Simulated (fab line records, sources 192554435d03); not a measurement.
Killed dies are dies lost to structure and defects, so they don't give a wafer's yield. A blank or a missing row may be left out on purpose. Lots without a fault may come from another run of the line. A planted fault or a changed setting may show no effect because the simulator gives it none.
Split-lot experiment | flow n5_finfet | 7 lots, 21 wafers read, on a route of 1938 steps

THE SPLIT
At N5_BEOL_M14_TRENCH_ETCH_34 (etches SiO2 in C4F8/O2/Ar, target depth 556.65 nm, time 126.9 s), the setting time_s was moved away from the recipe's 126.9 s on 9 of the 21 wafers read, by -15.5% to +22.3%. The other wafers ran this setting at the recipe's value.

FROM THE SPLIT TO THE READING: what the file shows between them, 10 steps
- N5_BEOL_M14_STRIP_70: strips in C4F8/O2/Ar
- N5_BEOL_M14_OCD_MEAS_35
- N5_BEOL_M14_STRIP_37: strips in O2
- N5_BEOL_M14_ETCH_38: etches SiCN in CF4/N2, target depth 106.5 nm, time 120.6 s
- N5_BEOL_M14_ECD_47: material Cu, target thk 1248 nm
- N5_BEOL_M14_ANNEAL_48: time 90 s
- N5_BEOL_M14_CMP_49: polishes, stops on SiO2, t overpolish 5.2 s, target thk 560 nm
- N5_BEOL_M14_THK_MEAS_50: measures by xrf
- N5_BEOL_M14_PRE_CLEAN_52: time 15 s
- N5_BEOL_M14_DEP_53: deposits SiCN from 3MS/NH3, target thk 50 nm, time 17.8 s

THE READING
M14_RS, in ohm/sq, at N5_BEOL_M14_RS_MEAS_54 (measures by four-point-probe). Fault-free wafers of this fab line usually give 0.0333 ohm/sq, standard deviation 0.00078 ohm/sq.

wafer  | tool, chamber at the split | time_s as run, s | against the recipe | M14_RS, ohm/sq | against lot-mates on the recipe
L076.1 | rie_diel-04, 0             | 126.9            | recipe             | 0.0335         | -
L076.3 | rie_diel-04, 2             | 112.9            | -11.0%             | 0.0366         | +0.0031
L076.6 | rie_diel-04, 0             | 112.9            | -11.0%             | 0.0379         | +0.0044
L082.2 | rie_diel-03, 2             | 126.9            | recipe             | 0.0330         | -
L082.4 | rie_diel-03, 2             | 126.9            | recipe             | 0.0326         | -
L082.5 | rie_diel-03, 2             | 126.9            | recipe             | 0.0327         | -
L088.1 | rie_diel-03, 0             | 126.9            | recipe             | 0.0339         | -
L088.3 | rie_diel-03, 2             | 126.9            | recipe             | 0.0333         | -
L088.4 | rie_diel-03, 1             | 126.9            | recipe             | 0.0347         | -
L090.1 | rie_diel-03, 2             | 107.2            | -15.5%             | 0.0387         | +0.0047
L090.2 | rie_diel-03, 3             | 107.2            | -15.5%             | 0.0380         | +0.0040
L090.3 | rie_diel-03, 1             | 126.9            | recipe             | 0.0340         | -
L091.3 | rie_diel-03, 2             | 117.5            | -7.4%              | 0.0354         | +0.0027
L091.4 | rie_diel-03, 3             | 126.9            | recipe             | 0.0322         | -
L091.6 | rie_diel-03, 0             | 126.9            | recipe             | 0.0332         | -
L092.1 | rie_diel-03, 1             | 153.9            | +21.3%             | 0.0284         | -0.0053
L092.3 | rie_diel-03, 3             | 153.9            | +21.3%             | 0.0270         | -0.0067
L092.4 | rie_diel-03, 0             | 126.9            | recipe             | 0.0337         | -
L096.2 | rie_diel-01, 3             | 126.9            | recipe             | 0.0329         | -
L096.3 | rie_diel-01, 1             | 155.2            | +22.3%             | 0.0263         | -0.0066
L096.5 | rie_diel-01, 3             | 155.2            | +22.3%             | 0.0268         | -0.0061

THE FIT
A straight line over all 21 wafers: M14_RS changes by -0.0003 ohm/sq for each +1% of time_s; r = -0.98; the points scatter about the line by 0.0007 ohm/sq.
The same after taking each lot's own level away (the mean of its wafers on the recipe; 21 wafers): -0.000291 ohm/sq for each +1%; r = -0.99; scatter 0.00049 ohm/sq.
On that fit, the largest move of time_s shifts the reading by 0.0065 ohm/sq.
The lots' own levels span 0.03270 to 0.03400 ohm/sq, that is 1.7 times the standard deviation above.
So the lot-to-lot level changes the slope little: the two slopes agree.
Check: with one of the wafers moved furthest among these (+22.3%) left out of the fit, the line predicts -0.00633 ohm/sq for it against its lot-mates. It came out at -0.0066 ohm/sq against them.

OTHER SPLITS ON THESE WAFERS
These wafers also went through other splits before the reading. Each is held against what the fit with the lots' levels taken away leaves over:
other split on the same wafers | wafers away from the commonest value | r with M14_RS (lot level and that fit taken away)
N5_BEOL_M14_ETCH_68 time_s     | 9                                    | -0.06

THE WHOLE CHAIN: every reading that the file lists as answering this split, in the file's order
step                       | what it does                                                    | reading                                                                       | change (the file's fit)              | r (the file's)
N5_BEOL_M14_TRENCH_ETCH_34 | etches SiO2 in C4F8/O2/Ar, target depth 556.65 nm, time 126.9 s | etch.depth_nm (the simulator's own value, which no gauge read)                | +5.28 nm for each +1% of the setting | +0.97
N5_BEOL_M14_OCD_MEAS_35    |                                                                 | trench_depth_nm                                                               | +5.28 nm for each +1% of the setting | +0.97
N5_BEOL_M14_CMP_49         | polishes, stops on SiO2, t overpolish 5.2 s, target thk 560 nm  | Cu_of_BEOL_M14_ECD_47.thk_nm (the simulator's own value, which no gauge read) | +5.35 nm for each +1% of the setting | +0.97
N5_BEOL_M14_THK_MEAS_50    | measures by xrf                                                 | M14_THK                                                                       | +5.5 for each +1% of the setting     | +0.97
N5_BEOL_M14_RS_MEAS_54     | measures by four-point-probe                                    | M14_RS                                                                        | -0.00029 for each +1% of the setting | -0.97

THE FILE'S OWN FIT
M14_RS changes by -0.00029 ohm/sq for each +1% of time_s, r = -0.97.
